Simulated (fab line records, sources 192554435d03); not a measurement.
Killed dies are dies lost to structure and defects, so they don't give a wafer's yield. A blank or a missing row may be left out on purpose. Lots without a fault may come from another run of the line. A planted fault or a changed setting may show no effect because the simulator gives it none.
Chamber matching | flow n5_finfet | N5_BEOL_M6_ETCH_65 on rie_diel-04: 4 sister chambers
The step etches SiARC in CF4, target depth 15.6 nm, time 26 s. 4 wafers are shown with their chamber, then 8 later ones without.

WAFERS WITH THEIR CHAMBER
wafer  | chamber | throttle_valve_pct (%)
L091.2 | 0       | 15.64
L091.3 | 3       | 15.10
L091.5 | 1       | 15.32
L093.3 | 2       | 15.65

WAFERS WITHOUT THEIR CHAMBER
wafer  | throttle_valve_pct (%)
L093.5 | 15.34
L093.6 | 15.65
L092.1 | 15.10
L092.2 | 15.34
L092.5 | 15.63
L095.2 | 15.14
L095.5 | 15.14
L095.6 | 15.67

WHICH CHAMBER EACH WENT THROUGH
wafer  | from the rows above     | in truth
L093.5 | 1                       | 1
L093.6 | can't be placed: 2 or 0 | 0
L092.1 | 3                       | 3
L092.2 | 1                       | 1
L092.5 | can't be placed: 0 or 2 | 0
L095.2 | 3                       | 3
L095.5 | 3                       | 3
L095.6 | can't be placed: 2 or 0 | 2
Placed correctly: 5 of 8. Can't be placed from these rows: 3 (the true chamber is among the candidates in 3). Placed wrongly: 0.
How it was worked out, from the rows above alone: a wafer's distance from a chamber is the root of the sum, over the readings, of the square of ((its reading less the chamber's mean) divided by the reading's scatter). The wafer belongs to the nearest chamber; if the next one is less than 2 further off, it can't be placed. A chamber's mean is the mean of its shown wafers. The scatter: with one shown wafer a chamber, the root of the mean of the squares of how far each hidden wafer lies from its nearest shown one.
